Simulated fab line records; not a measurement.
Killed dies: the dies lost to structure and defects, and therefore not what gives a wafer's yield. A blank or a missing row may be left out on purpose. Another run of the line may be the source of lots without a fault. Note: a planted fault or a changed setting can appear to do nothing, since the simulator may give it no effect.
fab line records	flow nand-harc
record: lots: 5	wafers: 15	last-day: 33
route steps=1302 shown A_ONON_D1@426 END@1302
lots that met no fault: from a run of the same line without faults
start-h: start of the lot's first displayed wafer, in hours after the record's first day	wait-h: hours from the lot's prior step to this one	" identical to the entry in the row above	L1.1+2: a single row standing in for several wafers	- value missing, or start not given	* or withheld: withheld	< > ~ a bound
route shown NAME@n: a module of which the file shows steps, and the number in the route of the first	usual: mean/standard deviation taken from wafers without a fault	same: alike in all rows	chamber/n: place in a boat	sites: per-site readings	_std_site: standard deviation across them	_edge_site: inner sites' mean taken away from outer sites' mean	radius-mm: for every site, how far away it sits from the centre of the wafer	mask NAME#n: copy n	behind: tool/chamber where the wafer was last shaped	hold: reason for holding the lot/hours on hold/outcome of the hold	device: the n, p or np transistor that did not switch	end of line: tests run on the same wafers once the route is complete	a step with no rows: only its recipe	killed: dies lost to structure and defects at the first sort, not the wafer's yield	map: per-die view of a wafer (x killed, . not killed, _ where there is no die)
set.NAME: the setting that was run; set.NAME@STEP: the one run at that earlier step	model.NAME: the simulator's own value behind a step, which no gauge read
lots at some steps of the route; a table a step, a row a wafer
services: the hour from which a tool's chamber was out of use, counted from the record's first day as start-h (under 0 if before that day), plus the number of hours and why
== steps ==
step: NHARC_A_ONON_D1_DEP_03
recipe: target-thk-a: 10000	n2-flow-sccm: 2750	n2o-flow-sccm: 2000	nh3-flow-sccm: 500	sih4-flow-sccm: 210	temp-c: 400
step: NHARC_A_ONON_D1_THK_MEAS_05
recipe: thk-meas-gauge: ellipsometry
usual: thk-nm: 1001/8.9
lot.wafer	tool	chamber	start-h	wait-h	thk-nm
L461.2	film-metro-02	-	184.39	-	996
L461.5	"	-	"	"	994
L461.6	"	-	"	"	995
L463.2	film-metro-01	-	204.87	-	1008
L463.3	"	-	"	"	1010
L463.5	"	-	"	"	1008
L473.2	film-metro-01	-	309.26	-	1006
L473.3	"	-	"	"	1006
L473.6	"	-	"	"	1005
L477.2	film-metro-01	-	336.21	-	1013
L477.4	"	-	"	"	1013
L477.5	"	-	"	"	1012
L481.4	film-metro-01	-	384.13	-	1011
L481.5	"	-	"	"	1011
L481.6	"	-	"	"	1011
step: NHARC_A_ONON_D1_DEP_06
recipe: target-thk-a: 10000	n2-flow-sccm: 2750	n2o-flow-sccm: 2000	nh3-flow-sccm: 500	sih4-flow-sccm: 210	temp-c: 400
step: NHARC_A_ONON_D1_THK_MEAS_08
recipe: thk-meas-gauge: ellipsometry
usual: thk-nm: 1001/8.1
lot.wafer	tool	chamber	start-h	wait-h	thk-nm
L461.2	film-metro-01	-	184.95	-	1003
L461.5	"	-	"	"	1003
L461.6	"	-	"	"	1003
L463.2	film-metro-01	-	205.44	-	1006
L463.3	"	-	"	"	1006
L463.5	"	-	"	"	1005
L473.2	film-metro-02	-	309.82	-	1011
L473.3	"	-	"	"	1012
L473.6	"	-	"	"	1013
L477.2	film-metro-01	-	336.78	-	986
L477.4	"	-	"	"	986
L477.5	"	-	"	"	986
L481.4	film-metro-01	-	384.70	-	990
L481.5	"	-	"	"	989
L481.6	"	-	"	"	988
step: NHARC_A_ONON_D1_DEP_09
recipe: target-thk-a: 10000	n2-flow-sccm: 2750	n2o-flow-sccm: 2000	nh3-flow-sccm: 500	sih4-flow-sccm: 210	temp-c: 400
step: NHARC_A_ONON_D1_THK_MEAS_11
recipe: thk-meas-gauge: ellipsometry
usual: thk-nm: 1002/11
lot.wafer	tool	chamber	start-h	wait-h	thk-nm
L461.2	film-metro-01	-	185.52	-	993
L461.5	"	-	"	"	993
L461.6	"	-	"	"	993
L463.2	film-metro-02	-	206.01	-	996
L463.3	"	-	"	"	995
L463.5	"	-	"	"	996
L473.2	film-metro-01	-	310.38	-	1003
L473.3	"	-	"	"	1003
L473.6	"	-	"	"	1005
L477.2	film-metro-02	-	337.34	-	1006
L477.4	"	-	"	"	1007
L477.5	"	-	"	"	1009
L481.4	film-metro-01	-	385.26	-	1002
L481.5	"	-	"	"	1002
L481.6	"	-	"	"	1003
step: NHARC_A_ONON_D1_DEP_12
recipe: target-thk-a: 10000	n2-flow-sccm: 2750	n2o-flow-sccm: 2000	nh3-flow-sccm: 500	sih4-flow-sccm: 210	temp-c: 400
step: NHARC_A_ONON_D1_THK_MEAS_14
recipe: thk-meas-gauge: ellipsometry
usual: thk-nm: 1001/8.9
lot.wafer	tool	chamber	start-h	wait-h	thk-nm
L461.2	film-metro-01	-	186.09	-	984
L461.5	"	-	"	"	986
L461.6	"	-	"	"	985
L463.2	film-metro-01	-	206.57	-	992
L463.3	"	-	"	"	994
L463.5	"	-	"	"	992
L473.2	film-metro-01	-	310.95	-	997
L473.3	"	-	"	"	999
L473.6	"	-	"	"	997
L477.2	film-metro-01	-	337.93	-	996
L477.4	"	-	"	"	996
L477.5	"	-	"	"	996
L481.4	film-metro-01	-	385.83	-	1015
L481.5	"	-	"	"	1013
L481.6	"	-	"	"	1012
step: NHARC_A_ONON_D1_ANNEAL_15
recipe: temp-c: 750	time-s: 3600
step: NHARC_A_ONON_D1_DEP_16
recipe: target-thk-a: 10000	n2-flow-sccm: 2750	n2o-flow-sccm: 2000	nh3-flow-sccm: 500	sih4-flow-sccm: 210	temp-c: 400
step: NHARC_A_ONON_D1_THK_MEAS_18
recipe: thk-meas-gauge: ellipsometry
usual: thk-nm: 1001/10
lot.wafer	tool	chamber	start-h	wait-h	thk-nm
L461.2	film-metro-02	-	196.24	-	1000
L461.5	"	-	"	"	998
L461.6	"	-	"	"	999
L463.2	film-metro-01	-	216.81	-	1010
L463.3	"	-	"	"	1010
L463.5	"	-	"	"	1010
L473.2	film-metro-01	-	320.21	-	1003
L473.3	"	-	"	"	1002
L473.6	"	-	"	"	1001
L477.2	film-metro-01	-	347.14	-	980
L477.4	"	-	"	"	980
L477.5	"	-	"	"	982
L481.4	film-metro-01	-	393.64	-	995
L481.5	"	-	"	"	994
L481.6	"	-	"	"	996
step: NHARC_A_ONON_D1_DEP_19
recipe: target-thk-a: 10000	n2-flow-sccm: 2750	n2o-flow-sccm: 2000	nh3-flow-sccm: 500	sih4-flow-sccm: 210	temp-c: 400
usual: sih4-flow-sccm: 209.9/0.6
lot.wafer	tool	chamber	start-h	wait-h	sih4-flow-sccm
L461.2	pecvd-onon-04	0	196.35	0.1	209.8
L461.5	"	0	"	"	210.4
L461.6	"	0	"	"	210.1
L463.2	pecvd-onon-04	0	216.92	0.1	210.1
L463.3	"	0	"	"	210.1
L463.5	"	0	"	"	210.2
L473.2	pecvd-onon-01	0	320.33	0.1	209.0
L473.3	"	0	"	"	209.5
L473.6	"	0	"	"	210.1
L477.2	pecvd-onon-04	0	347.25	0.1	209.9
L477.4	"	0	"	"	209.9
L477.5	"	0	"	"	209.7
L481.4	pecvd-onon-03	0	393.86	0.2	209.8
L481.5	"	0	"	"	210.2
L481.6	"	0	"	"	210.2
step: NHARC_A_ONON_D1_THK_MEAS_21
recipe: thk-meas-gauge: ellipsometry
usual: thk-nm: 1000/11
lot.wafer	tool	chamber	start-h	wait-h	thk-nm
L461.2	film-metro-02	-	196.81	-	996
L461.5	"	-	"	"	995
L461.6	"	-	"	"	996
L463.2	film-metro-01	-	217.38	-	990
L463.3	"	-	"	"	1578
L463.5	"	-	"	"	990
L473.2	film-metro-01	-	320.78	-	1013
L473.3	"	-	"	"	1015
L473.6	"	-	"	"	1015
L477.2	film-metro-01	-	347.71	-	1011
L477.4	"	-	"	"	1011
L477.5	"	-	"	"	1011
L481.4	film-metro-01	-	394.20	-	995
L481.5	"	-	"	"	994
L481.6	"	-	"	"	996
step: NHARC_A_ONON_D1_DEP_22
recipe: target-thk-a: 10000	n2-flow-sccm: 2750	n2o-flow-sccm: 2000	nh3-flow-sccm: 500	sih4-flow-sccm: 210	temp-c: 400
step: NHARC_END_SORT_01
recipe: temp-c: 25
usual: killed-at-array: 44/16	killed-at-other: 0.6/1.1	killed-at-periphery: 3.9/2.6	killed-dies: 48/16	killed-open: 3.1/1.9	killed-short: 2.4/1.8
same: gross-dies: 677
lot.wafer	tool	chamber	start-h	wait-h	killed-at-array	killed-at-other	killed-at-periphery	killed-dies	killed-open	killed-short
L463.3	prober-02	0	595.43	3.1	673	1	3	677	2	3
L473.2	prober-02	0	704.92	2.8	53	0	3	56	2	2
L473.3	prober-02	0	705.72	3.1	55	1	5	61	0	3
L473.6	prober-02	0	708.14	4.0	71	0	3	74	1	4
killed by level:class
L463.3 A_ONON_D1:area-dep=658 A_CHANNEL_HOLE_D2:chamber-film-flake=6 A_CONTACT:chamber-film-flake=3 A_STAIRCASE:chamber-film-flake=2 P_CONTACT:geometric-particle:open=1 P_M0:geometric-particle:short=1 A_SOURCE_PLATE:geometric-particle:short=1 A_M0:geometric-particle:open=1
L473.2 A_CHANNEL_HOLE_D1:chamber-film-flake=21 A_SLIT:chamber-film-flake=14 A_CHANNEL_HOLE_D2:chamber-film-flake=11 A_CONTACT:chamber-film-flake=3 A_WL_FILL:geometric-particle:short=2 P_GATE:chamber-film-flake=2 P_CONTACT:geometric-particle:open=1 A_DECK1_JOINT:geometric-particle:open=1
L473.3 A_SLIT:chamber-film-flake=23 A_CHANNEL_HOLE_D1:chamber-film-flake=18 A_CONTACT:chamber-film-flake=6 A_CHANNEL_HOLE_D2:chamber-film-flake=3 P_STI:chamber-film-flake=2 P_GATE:chamber-film-flake=2 P_STI:geometric-particle:short=1 A_ONON_D1:geometric-particle:short=1
L473.6 A_CHANNEL_HOLE_D1:chamber-film-flake=36 A_SLIT:chamber-film-flake=18 A_CHANNEL_HOLE_D2:chamber-film-flake=6 A_CONTACT:chamber-film-flake=4 P_GATE:chamber-film-flake=3 A_STAIRCASE:chamber-film-flake=1 A_CHANNEL_FILL_D1:geometric-particle:short=1 A_CHANNEL_FILL_D2:geometric-particle:short=1
map L463.3 (x killed, . not)
____________x____________
_________xxxxxxx_________
_______xxxxxxxxxxx_______
______xxxxxxxxxxxxx______
_____xxxxxxxxxxxxxxx_____
____xxxxxxxxxxxxxxxxx____
____xxxxxxxxxxxxxxxxx____
___xxxxxxxxxxxxxxxxxxx___
___xxxxxxxxxxxxxxxxxxx___
__xxxxxxxxxxxxxxxxxxxxx__
__xxxxxxxxxxxxxxxxxxxxx__
_xxxxxxxxxxxxxxxxxxxxxxx_
_xxxxxxxxxxxxxxxxxxxxxxx_
_xxxxxxxxxxxxxxxxxxxxxxx_
_xxxxxxxxxxxxxxxxxxxxxxx_
_xxxxxxxxxxxxxxxxxxxxxxx_
xxxxxxxxxxxxxxxxxxxxxxxxx
xxxxxxxxxxxxxxxxxxxxxxxxx
xxxxxxxxxxxxxxxxxxxxxxxxx
xxxxxxxxxxxxxxxxxxxxxxxxx
xxxxxxxxxxxxxxxxxxxxxxxxx
_xxxxxxxxxxxxxxxxxxxxxxx_
_xxxxxxxxxxxxxxxxxxxxxxx_
_xxxxxxxxxxxxxxxxxxxxxxx_
_xxxxxxxxxxxxxxxxxxxxxxx_
_xxxxxxxxxxxxxxxxxxxxxxx_
__xxxxxxxxxxxxxxxxxxxxx__
__xxxxxxxxxxxxxxxxxxxxx__
___xxxxxxxxxxxxxxxxxxx___
___xxxxxxxxxxxxxxxxxxx___
____xxxxxxxxxxxxxxxxx____
____xxxxxxxxxxxxxxxxx____
_____xxxxxxxxxxxxxxx_____
______xxxxxxxxxxxxx______
_______xxxxxxxxxxx_______
_________xxxxxxx_________
____________x____________
map L477.2 (x killed, . not)
____________.____________
_________......._________
_______..........._______
______.............______
_____..............._____
____................x____
____....x............____
___..................x___
___...................___
__..................xxx__
__..x...x....x.......xx__
_....x........x...x..xxx_
_....................xxx_
_..x............x....xxx_
_......................._
_......................._
........x..............x.
..................x......
............x............
.........................
.......x.................
_.........x...xx........_
_.......x.............xx_
_....................x.._
_......................._
_......................x_
__....................x__
__...................x.__
___...................___
___...................___
____......x..........____
____.................____
_____..............._____
______....xxx.x....______
_______...x......._______
_________x.x...._________
____________x____________
== services ==
tool	chamber	start-h	hours	kind
pecvd-onon-03	-	227.00	13.0	pm
pecvd-onon-01	-	269.03	13.0	pm
pecvd-onon-04	-	311.57	13.0	pm
== key ==
first-sign: step: NHARC_A_ONON_D1_THK_MEAS_21	reading: thk-nm	direction: up	sigmas: 52	usual: 1000	struck: 1578
effect: step: NHARC_END_SORT_01	reading: killed-at-array	direction: up	sigmas: 40	usual: 44	struck: 673
more-kills-born-at: NHARC_A_ONON_D1_DEP_19@pecvd-onon-04: 658
met-at NHARC_A_ONON_D1_DEP_19
struck-wafers L463.3
later-rows-left-out L463.3
tester-left-out L463
onset-between 196.35 216.92
fault: kind: process-parameter-drift	tool: pecvd-onon-04	chamber: -	onset-h: 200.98	steps: NHARC_A_ONON_D1_DEP_19	channel: target-thk-a	offset: *	shape: step	end-h: 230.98	scope: struck-wafers-only	acts-in: *	stated: *
tester-left-out: of these lots the tester's yield and bins aren't shown, on N5 and GAA mostly nor the transistor test; their killed dies are dies lost to structure and defects alone, not to doping, threshold or leakage, so they don't give the yield
later-rows-left-out: the simulator's readings of these wafers behind a module that went badly wrong aren't trusted and aren't shown, but for the sort
